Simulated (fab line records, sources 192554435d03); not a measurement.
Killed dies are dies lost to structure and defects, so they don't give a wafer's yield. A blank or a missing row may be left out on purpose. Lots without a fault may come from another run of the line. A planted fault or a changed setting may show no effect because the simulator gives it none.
Chamber matching | flow n5_finfet | N5_BEOL_M4_ILD_DEP_00 on pecvd-03: 3 sister chambers
The step deposits SiOC from DEMS/O2, target thk 79 nm, time 15.3 s. 6 wafers are shown with their chamber, then 7 later ones without.

WAFERS WITH THEIR CHAMBER
wafer  | chamber | throttle_valve_pct (%) | showerhead_plenum_p_Torr (Torr)
L786.1 | 1       | 12.0                   | 5.698
L786.5 | 2       | 10.5                   | 5.703
L788.2 | 2       | 10.5                   | 5.719
L788.6 | 0       | 13.5                   | 5.695
L787.3 | 1       | 12.0                   | 5.697
L787.5 | 0       | 13.7                   | 5.701

WAFERS WITHOUT THEIR CHAMBER
wafer  | throttle_valve_pct (%) | showerhead_plenum_p_Torr (Torr)
L787.6 | 10.4                   | 5.698
L791.4 | 11.9                   | 5.693
L791.6 | 10.3                   | 5.729
L793.3 | 10.3                   | 5.707
L793.6 | 12.0                   | 5.689
L792.2 | 11.9                   | 5.710
L792.4 | 11.8                   | 5.720

WHICH CHAMBER EACH WENT THROUGH
wafer  | from the rows above | in truth
L787.6 | 2                   | 2
L791.4 | 1                   | 1
L791.6 | 2                   | 2
L793.3 | 2                   | 2
L793.6 | 1                   | 1
L792.2 | 1                   | 1
L792.4 | 1                   | 1
Placed correctly: 7 of 7. Can't be placed from these rows: 0. Placed wrongly: 0.
How it was worked out, from the rows above alone: a wafer's distance from a chamber is the root of the sum, over the readings, of the square of ((its reading less the chamber's mean) divided by the reading's scatter). The wafer belongs to the nearest chamber; if the next one is less than 2 further off, it can't be placed. A chamber's mean is the mean of its shown wafers. The scatter: the root of (the sum of the squares of (reading less its chamber's mean) over the shown wafers, divided by (wafers less chambers)).
